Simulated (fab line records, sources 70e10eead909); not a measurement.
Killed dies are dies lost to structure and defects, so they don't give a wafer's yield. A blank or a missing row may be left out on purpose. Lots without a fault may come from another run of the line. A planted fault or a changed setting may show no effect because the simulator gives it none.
A struck lot beside a sound one | flow nand_harc | 13 steps out of a route of 1302
Sound: wafers L252.1, L252.3, L252.5. Struck: wafer L261.2. (L261.3, L261.4 of the same lot were not struck and are left out.) The cause comes at the end.
At each step with rows: each side's tool, then ch and its chambers, then its first start. Under that, the readings that differ: sound wafers | struck wafers | difference of the means | sigmas: that difference in standard deviations of wafers without a fault.
alike: readings whose means differ by less than 2 such deviations, and words and numbers that are the same on both sides. not compared: withheld readings, readings that some wafer has no value for, bounds like >300 that may hide the same value, and numbers for which the record gives no deviation and whose values overlap.
The two part at a step that has a row with sigmas, a row that says differs or no value, or rows on one side only. Numbers that don't overlap but have no deviation are shown without sigmas and don't part them. A reading that every wafer of one side lacks parts them only if that side has two wafers or more.

first, 5 steps without rows for these wafers: NHARC_A_STAIRCASE_EBR_180; NHARC_A_STAIRCASE_EXPOSE_181 (exposes mask STAIR 2); NHARC_A_STAIRCASE_PEB_182 (peb time 130 s); NHARC_A_STAIRCASE_DEVELOP_183 (time 140 s); NHARC_A_STAIRCASE_HARDBAKE_185 (time 140 s).
NHARC_A_STAIRCASE_DESCUM_186: chemistry O2, time 3 s.
  sound on rie_diel-13 ch 1,2, day 15 18:24; struck on rie_diel-13 ch 0, day 20 10:50
  alike: drypump_motor_current_A, oes_product_au, rf_vpp_V, showerhead_plenum_p_Torr, throttle_valve_pct
  not compared: rf_hours_counter_h
then, 1 step without rows for these wafers: NHARC_A_STAIRCASE_TRIM_187 (chemistry O2, time 211.2 s).
NHARC_A_STAIRCASE_ETCH_188: etches the open film in C4F8/O2, target depth 100 nm, time 40.5 s.
  sound on rie_diel-13 ch 2,3; struck on rie_diel-13 ch 2
  alike: oes_product_au, rf_vpp_V, run_length_s
  not compared: rf_hours_counter_h
NHARC_A_STAIRCASE_TRIM_189: chemistry O2, time 211.2 s.
  sound on rie_diel-13 ch 1,2; struck on rie_diel-13 ch 1
  alike: drypump_motor_current_A, oes_product_au, rf_vpp_V, showerhead_plenum_p_Torr, throttle_valve_pct
  not compared: rf_hours_counter_h
then, 1 step without rows for these wafers: NHARC_A_STAIRCASE_ETCH_190 (etches the open film in C4F8/O2, target depth 100 nm, time 40.5 s).
NHARC_A_STAIRCASE_TRIM_191: chemistry O2, time 211.2 s.
  sound on rie_diel-13 ch 0,2,3; struck on rie_diel-13 ch 0
  alike: drypump_motor_current_A, oes_product_au, rf_vpp_V, showerhead_plenum_p_Torr, throttle_valve_pct
  not compared: rf_hours_counter_h
NHARC_A_STAIRCASE_ETCH_192: etches the open film in C4F8/O2, target depth 100 nm, time 40.5 s.
  sound on rie_diel-13 ch 0,1,3, day 15 19:14; struck on rie_diel-13 ch 0, day 20 11:32
  reading          | sound          | struck | difference | sigmas
  run_length_s (s) | 62.5 61.8 61.8 | 67.5   | +5.5       | +14
  alike: oes_product_au, rf_vpp_V
  not compared: rf_hours_counter_h
NHARC_A_STAIRCASE_TRIM_193: chemistry O2, time 211.2 s.
  sound on rie_diel-13 ch 0,2; struck on rie_diel-13 ch 0
  alike: drypump_motor_current_A, oes_product_au, rf_vpp_V, showerhead_plenum_p_Torr, throttle_valve_pct
  not compared: rf_hours_counter_h

WHERE THEY PART
Only at NHARC_A_STAIRCASE_ETCH_192, within this record. Later steps at which nothing parts them and some readings are alike: NHARC_A_STAIRCASE_TRIM_193.

WHY: what the simulator had put in
Process parameter drift: rie_diel-13, from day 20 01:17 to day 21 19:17, at NHARC_A_STAIRCASE_ETCH_192. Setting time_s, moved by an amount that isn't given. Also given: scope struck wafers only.
